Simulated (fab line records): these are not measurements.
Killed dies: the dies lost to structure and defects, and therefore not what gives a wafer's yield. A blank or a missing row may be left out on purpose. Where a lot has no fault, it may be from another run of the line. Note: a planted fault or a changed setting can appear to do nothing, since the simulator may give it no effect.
fab line records	flow nand_harc
[record] lots = 13	wafers = 39	last_day = 24
route steps=1159 shown A_CHANNEL_FILL_D1@501 A_BONDPAD@1078 THIN_TSV@1102 END@1159
lots that met no fault: taken from a fault-free run of the same line
start_h: hours from the record's opening day to when the first of the lot's shown wafers began	wait_h: time in hours since the lot's previous step	" as in the row above	L1.1+2: one row covering several wafers at once	- no value present, or no start provided	* or withheld: withheld	< > ~ a bound
route shown NAME@n: names a module that has steps shown in the file, with the first one's number in the route	usual: mean and standard deviation over wafers with no fault	same: alike in all rows	chamber/n: place in a boat	sites: readings site by site	_std_site: standard deviation of those values	_edge_site: mean of outer sites minus mean of inner sites	radius_mm: how far each site lies from the wafer's centre	mask NAME#n: copy n	behind: tool/chamber where the wafer was last shaped	hold: why the lot went on hold/how many hours it stayed there/how the hold came to an end	device: which transistor (n, p or np) failed to switch	end of line: at the end of the route, the tests of the same wafers	a step without rows: its recipe alone	killed: the dies lost at the first sort to structure and to defects; this is not the yield of the wafer	map: per-die view of a wafer (x killed, . not killed, _ where there is no die)
set.NAME: the setting as run; set.NAME@STEP: as run at that earlier step	model.NAME: the simulator's own value behind a step, which no gauge read
steps of the route over a sample of lots; a table a step, a row a wafer
services: a tool's chamber out of use, with start hour (start_h, from the record's first day; less than 0 if before it), hours out, and reason
[[steps]]
[step NHARC_A_CHANNEL_FILL_D1_STRIP_28]
[recipe] time_s = 20	o2_flow_sccm = 500	ar_flow_sccm = 0	bias_w = 0	chemistry = O2
[usual] drypump_motor_current_A = 5.6/0.57	oes_product_au = 0.997/0.0076	rf_vpp_V = 57.6/0.89	showerhead_plenum_p_Torr = 3.49/0.15	throttle_valve_pct = 17.038/0.01
lot.wafer	tool	chamber	start_h	wait_h	drypump_motor_current_A	oes_product_au	rf_hours_counter_h	rf_vpp_V	showerhead_plenum_p_Torr	throttle_valve_pct
L631.2	rie_diel-08	0	211.95	0.1	6.5	0.989	3.5	56.0	3.53	17.036
L631.1	"	3	"	"	5.7	1.002	3.7	59.5	3.73	17.038
L631.5	"	3	"	"	5.7	0.999	-	58.7	3.73	17.039
L630.4	rie_diel-13	1	217.51	0.1	5.1	1.002	2.5	56.8	3.35	17.040
L630.1	"	0	"	"	4.6	0.990	2.3	58.8	3.46	17.023
L630.6	"	1	"	"	5.1	0.984	-	58.1	3.35	17.017
L632.1	rie_diel-08	0	223.86	0.1	6.5	0.997	3.8	57.1	3.53	17.032
L632.4	"	1	"	"	5.8	0.999	4.2	56.9	3.31	17.019
L632.6	"	0	"	"	6.5	0.998	-	58.5	3.53	17.036
L633.1	rie_diel-13	1	223.88	0.1	5.1	0.992	2.8	58.1	3.35	17.028
L633.2	"	2	"	"	5.1	1.000	2.8	55.5	3.35	17.053
L633.6	"	1	"	"	5.1	1.000	-	58.8	3.35	17.044
L635.2	rie_diel-13	3	230.72	0.1	5.7	0.990	2.9	58.4	3.60	17.043
L635.4	"	0	"	"	4.6	0.995	2.9	58.7	3.46	17.028
L635.6	"	2	"	"	5.1	1.004	-	57.0	3.35	17.056
L643.2	rie_diel-08	0	286.43	0.1	6.5	0.990	6.4	57.1	3.53	17.039
L643.1	"	2	"	"	6.1	0.996	6.0	57.1	3.70	17.048
L643.4	"	3	"	"	5.7	1.006	6.7	58.7	3.73	17.038
L644.4	rie_diel-08	3	296.76	0.1	5.7	1.001	7.1	58.2	3.73	17.029
L644.1	"	1	"	"	5.8	0.999	7.3	57.6	3.31	17.034
L644.3	"	2	"	"	6.2	1.000	6.5	56.7	3.70	17.036
L647.1	rie_diel-13	3	301.22	0.1	5.7	0.989	0.2	58.0	3.60	17.050
L647.3	"	0	"	"	4.6	0.999	0.2	58.7	3.46	17.048
L647.2	"	2	"	"	5.2	1.000	0.2	57.4	3.35	17.039
L648.4	rie_diel-08	1	316.54	0.1	5.8	0.981	0.1	56.8	3.31	17.067
L648.1	"	2	"	"	6.2	0.990	0.1	58.7	3.70	17.034
L648.5	"	2	"	"	6.2	0.994	-	58.1	3.70	17.053
L651.1	rie_diel-13	1	331.35	0.1	5.1	1.001	0.9	57.5	3.35	17.020
L651.3	"	2	"	"	5.2	1.002	0.9	56.8	3.35	17.046
L651.2	"	3	"	"	5.7	1.002	0.9	58.9	3.60	17.014
L652.1	rie_diel-01	2	331.35	0.1	5.7	0.989	1.2	58.3	3.69	17.031
L652.4	"	0	"	"	6.2	1.000	1.1	58.2	3.60	17.036
L652.3	"	1	"	"	5.9	1.004	1.1	57.9	3.68	17.033
L650.3	rie_diel-08	0	331.42	0.1	6.5	1.013	0.9	57.3	3.53	17.026
L650.4	"	1	"	"	5.8	1.008	1.0	57.2	3.31	17.037
L650.6	"	3	"	"	5.7	1.013	-	58.4	3.73	17.035
L653.4	rie_diel-13	0	346.33	0.1	4.6	1.005	1.3	58.2	3.46	17.041
L653.1	"	3	"	"	5.8	0.986	1.3	58.4	3.60	17.041
L653.5	"	1	"	"	5.1	0.989	-	56.6	3.35	17.063
[step NHARC_A_BONDPAD_CD_MEAS_13]
[usual] cd_nm = 499.8/1.5
lot.wafer	tool	chamber	start_h	wait_h	cd_nm
L631.1	cd_sem-02	-	409.01	-	502.2
L631.2	"	-	"	"	502.0
L631.5	"	-	"	"	502.0
L632.1	cd_sem-01	-	412.01	-	502.7
L632.4	"	-	"	"	500.6
L632.6	"	-	"	"	501.3
L633.1	cd_sem-01	-	413.52	-	498.9
L633.2	"	-	"	"	498.6
L633.6	"	-	"	"	501.3
L630.1	cd_sem-02	-	418.36	-	498.8
L630.4	"	-	"	"	497.5
L630.6	"	-	"	"	499.1
L635.2	cd_sem-02	-	428.07	-	499.9
L635.4	"	-	"	"	500.3
L635.6	"	-	"	"	499.2
L643.1	cd_sem-01	-	475.52	-	497.0
L643.2	"	-	"	"	498.7
L643.4	"	-	"	"	499.2
L644.1	cd_sem-03	-	484.95	-	498.2
L644.3	"	-	"	"	499.3
L644.4	"	-	"	"	499.1
L647.1	cd_sem-02	-	507.66	-	497.1
L647.2	"	-	"	"	497.2
L647.3	"	-	"	"	498.4
L648.1	cd_sem-03	-	519.98	-	501.3
L648.4	"	-	"	"	500.1
L648.5	"	-	"	"	498.1
L652.1	cd_sem-03	-	523.18	-	500.0
L652.3	"	-	"	"	499.6
L652.4	"	-	"	"	500.9
L650.3	cd_sem-03	-	531.17	-	502.0
L650.4	"	-	"	"	500.1
L650.6	"	-	"	"	501.2
L651.1	cd_sem-01	-	531.41	-	502.3
L651.2	"	-	"	"	499.7
L651.3	"	-	"	"	501.3
L653.1	cd_sem-03	-	543.73	-	499.8
L653.4	"	-	"	"	500.9
L653.5	"	-	"	"	499.9
[step NHARC_A_BONDPAD_STRIP_15]
[recipe] o2_flow_sccm = 500	ar_flow_sccm = 0	bias_w = 0	chemistry = O2
[usual] drypump_motor_current_A = 5.9/0.33	oes_product_au = 1.000/0.007	rf_vpp_V = 57.8/0.88	showerhead_plenum_p_Torr = 3.56/0.17	throttle_valve_pct = 17.036/0.0089
lot.wafer	tool	chamber	start_h	wait_h	drypump_motor_current_A	oes_product_au	rf_hours_counter_h	rf_vpp_V	showerhead_plenum_p_Torr	throttle_valve_pct
L631.1	rie_diel-08	2	409.09	0.1	6.2	1.000	4	58.0	3.70	17.036
L631.2	"	1	"	"	5.8	1.002	5	58.0	3.31	17.034
L631.5	"	2	"	"	6.2	1.002	-	58.9	3.70	17.049
L632.4	rie_diel-08	3	412.09	0.1	5.7	1.003	5	59.5	3.73	17.034
L632.1	"	0	"	"	6.5	1.012	4	58.8	3.53	17.033
L632.6	"	3	"	"	5.7	1.003	-	58.0	3.73	17.027
L633.2	rie_diel-02	1	413.60	0.1	5.5	0.995	28	58.1	3.33	17.038
L633.1	"	0	"	"	5.8	1.006	27	56.2	3.39	17.028
L633.6	"	2	"	"	5.2	0.995	-	59.6	3.76	17.027
L630.4	rie_diel-01	3	418.44	0.1	5.7	1.003	17	57.6	3.27	17.036
L630.1	"	2	"	"	5.7	0.992	18	58.0	3.68	17.056
L630.6	"	0	"	"	6.2	1.004	-	57.6	3.59	17.031
L635.4	rie_diel-08	1	428.15	0.1	5.8	0.994	5	56.9	3.31	17.047
L635.2	"	3	"	"	5.7	1.003	5	57.7	3.73	17.037
L635.6	"	1	"	"	5.8	0.980	-	57.1	3.31	17.039
L643.2	rie_diel-02	0	475.59	0.1	5.9	1.009	50	58.3	3.37	17.039
L643.1	"	1	"	"	5.5	1.011	51	56.6	3.32	17.038
L643.4	"	3	"	"	6.1	1.001	48	57.0	3.60	17.027
L644.4	rie_diel-02	3	485.03	0.1	6.1	1.007	50	58.0	3.59	17.038
L644.3	"	1	"	"	5.5	1.002	53	55.0	3.32	17.031
L644.1	"	2	"	"	5.1	1.008	51	57.3	3.74	17.038
L647.2	rie_diel-08	3	507.74	0.1	5.7	0.998	1	57.2	3.73	17.042
L647.3	"	1	"	"	5.8	0.999	1	57.8	3.31	17.036
L647.1	"	2	"	"	6.2	0.996	1	57.7	3.70	17.038
L648.4	rie_diel-01	1	520.09	0.1	5.9	1.007	5	57.9	3.66	17.033
L648.1	"	2	"	"	5.7	0.988	4	59.3	3.67	17.034
L648.5	"	0	"	"	6.2	1.005	-	57.3	3.58	17.035
L652.1	rie_diel-08	3	523.27	0.1	5.7	1.000	1	58.4	3.73	17.046
L652.4	"	0	"	"	6.5	0.979	1	58.3	3.53	17.027
L652.3	"	1	"	"	5.8	0.996	1	57.5	3.31	17.028
L650.3	rie_diel-01	3	531.24	0.1	5.7	0.995	6	59.0	3.80	17.030
L650.4	"	2	"	"	5.7	1.001	6	58.9	3.66	17.043
L650.6	"	3	"	"	5.7	1.009	-	58.5	3.80	17.045
L651.1	rie_diel-08	2	531.50	0.1	6.1	1.000	2	58.8	3.70	17.010
L651.2	"	3	"	"	5.7	1.001	2	57.7	3.72	17.043
L651.3	"	0	"	"	6.5	1.001	2	57.5	3.52	17.036
L653.4	rie_diel-02	1	543.84	0.1	5.5	0.997	13	58.5	3.31	17.048
L653.1	"	2	"	"	5.1	1.010	8	57.7	3.73	17.038
L653.5	"	0	"	"	5.8	1.004	-	57.3	3.36	17.036
[step NHARC_THIN_TSV_CMP_01]
[recipe] target_thk_um = 3
[usual] motor_current_A = 12.4/1.4
lot.wafer	tool	chamber	start_h	wait_h	motor_current_A
L631.1	cmp-03	3	423.51	1.1	12.7
L631.2	"	0	"	"	9.6
L631.5	"	2	"	"	11.7
L632.1	cmp-01	0	427.93	1.0	12.7
L632.4	"	3	"	"	10.9
L632.6	"	0	"	"	12.6
L633.2	cmp-03	1	429.12	0.8	14.6
L633.1	"	2	"	"	13.4
L633.6	"	2	"	"	12.9
L630.4	cmp-02	3	433.42	0.4	14.4
L630.1	"	0	"	"	12.7
L630.6	"	3	"	"	14.0
L635.2	cmp-02	3	439.50	0.9	14.6
L635.4	"	1	"	"	12.7
L635.6	"	3	"	"	13.9
L643.1	cmp-01	2	489.88	1.0	11.7
L643.4	"	0	"	"	12.5
L643.2	"	1	"	"	12.3
L644.3	cmp-03	1	506.68	0.6	14.0
L644.1	"	2	"	"	13.5
L644.4	"	0	"	"	10.4
L647.1	cmp-03	1	529.53	1.0	13.8
L647.3	"	2	"	"	12.7
L647.2	"	3	"	"	13.2
L648.1	cmp-03	1	533.36	1.0	13.3
L648.4	"	0	"	"	9.4
L648.5	"	2	"	"	13.4
L652.3	cmp-02	0	534.58	0.6	13.0
L652.4	"	1	"	"	12.5
L652.1	"	2	"	"	10.1
L651.1	cmp-02	2	544.73	1.0	10.3
L651.3	"	3	"	"	13.9
L651.2	"	1	"	"	12.9
L650.3	cmp-02	3	545.92	0.6	13.9
L650.4	"	1	"	"	12.9
L650.6	"	0	"	"	12.1
L653.1	cmp-01	1	560.12	1.3	12.1
L653.4	"	3	"	"	11.1
L653.5	"	1	"	"	12.3
[step NHARC_END_SORT_01]
[recipe] temp_c = 25
[usual] killed_at_array = 26/9.6	killed_at_other = 0.7/0.92	killed_at_periphery = 3.8/2.7	killed_dies = 31/10	killed_open = 3.3/1.7	killed_short = 1.8/1.3
[same] gross_dies = 677
lot.wafer	tool	chamber	start_h	wait_h	killed_at_array	killed_at_other	killed_at_periphery	killed_dies	killed_open	killed_short
L635.2	prober-01	0	468.33	2.8	12	0	5	17	6	2
L635.4	prober-01	0	469.93	3.4	94	1	3	98	2	2
L635.6	prober-01	0	471.53	4.0	17	0	7	24	6	4
// killed by level:class
L635.2 A_CHANNEL_HOLE_D1:chamber_film_flake=3 A_STAIRCASE:chamber_film_flake=2 A_CONTACT:chamber_film_flake=2 P_STI:geometric_particle:short=1 P_M0:geometric_particle:open=1 P_BONDPAD:geometric_particle:open=1 A_ONON_D1:geometric_particle:open=1 A_CHANNEL_HOLE_D1:geometric_particle:open=1
L635.4 A_CHANNEL_FILL_D1:unspecified=87 P_ZERO_WELL:chamber_film_flake=3 A_M0:geometric_particle:open=2 A_CONTACT:chamber_film_flake=2 A_WL_FILL:geometric_particle:short=1 STARTING-WAFER:geometric_particle:short=1 A_WL_FILL:chamber_film_flake=1 A_BLC:chamber_film_flake=1
L635.6 A_CONTACT:chamber_film_flake=5 A_CHANNEL_HOLE_D1:chamber_film_flake=4 P_ZERO_WELL:chamber_film_flake=3 A_CONTACT:geometric_particle:open=2 P_GATE:geometric_particle:open=1 P_M1:geometric_particle:open=1 P_M2:geometric_particle:short=1 A_ONON_D1:geometric_particle:short=1
[[services]]
tool	chamber	start_h	hours	kind
cmp-02	-	195.89	4.7	repair
rie_diel-08	2	204.65	9.6	repair
rie_diel-08	0	212.16	3.6	repair
cmp-02	-	226.50	4.0	pm
cmp-02	-	233.37	2.2	repair
rie_diel-08	1	236.58	2.9	repair
cmp-03	-	254.00	4.0	pm
rie_diel-08	3	274.85	5.2	repair
rie_diel-13	-	276.00	9.0	pm
cmp-03	-	293.96	1.9	repair
rie_diel-08	2	300.10	15.0	repair
rie_diel-13	1	301.56	7.3	repair
rie_diel-08	-	301.85	9.0	pm
cmp-02	-	304.31	2.1	repair
cmp-02	-	319.22	0.6	repair
cmp-02	-	324.50	4.0	pm
cmp-02	-	342.41	23.9	repair
rie_diel-13	1	392.30	11.3	repair
rie_diel-08	0	397.07	9.4	repair
rie_diel-08	1	431.20	3.1	repair
rie_diel-08	2	447.30	16.9	repair
rie_diel-13	-	453.12	9.0	pm
rie_diel-08	-	478.85	9.0	pm
rie_diel-08	2	524.81	1.9	repair
[[key]]
[first_sign] step = NHARC_END_SORT_01	reading = killed_at_array	direction = up	sigmas = 7	usual = 26	struck = 94
[effect] step = NHARC_END_SORT_01	reading = killed_dies	direction = up	sigmas = 6.7	usual = 31	struck = 98
[more_kills_born_at] NHARC_A_CHANNEL_FILL_D1_STRIP_28@rie_diel-13 = 87
met_at NHARC_A_CHANNEL_FILL_D1_STRIP_28
struck_lots L635
struck_wafers L635.4
tester_left_out L635
not_acting_at NHARC_A_BONDPAD_CD_MEAS_13,NHARC_A_BONDPAD_STRIP_15,NHARC_THIN_TSV_CMP_01
onset_between 217.51 230.72
[fault] kind = chamber_particle_source	tool = rie_diel-13	chamber = 0	onset_h = 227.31	steps = NHARC_A_CHANNEL_FILL_D1_STRIP_28	rate_per_visit_cm2 = 1.8716	end_h = 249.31
// tester_left_out: of these lots the tester's yield and bins aren't shown, on N5 and GAA mostly nor the transistor test; their killed dies are dies lost to structure and defects alone, not to doping, threshold or leakage, so they don't give the yield
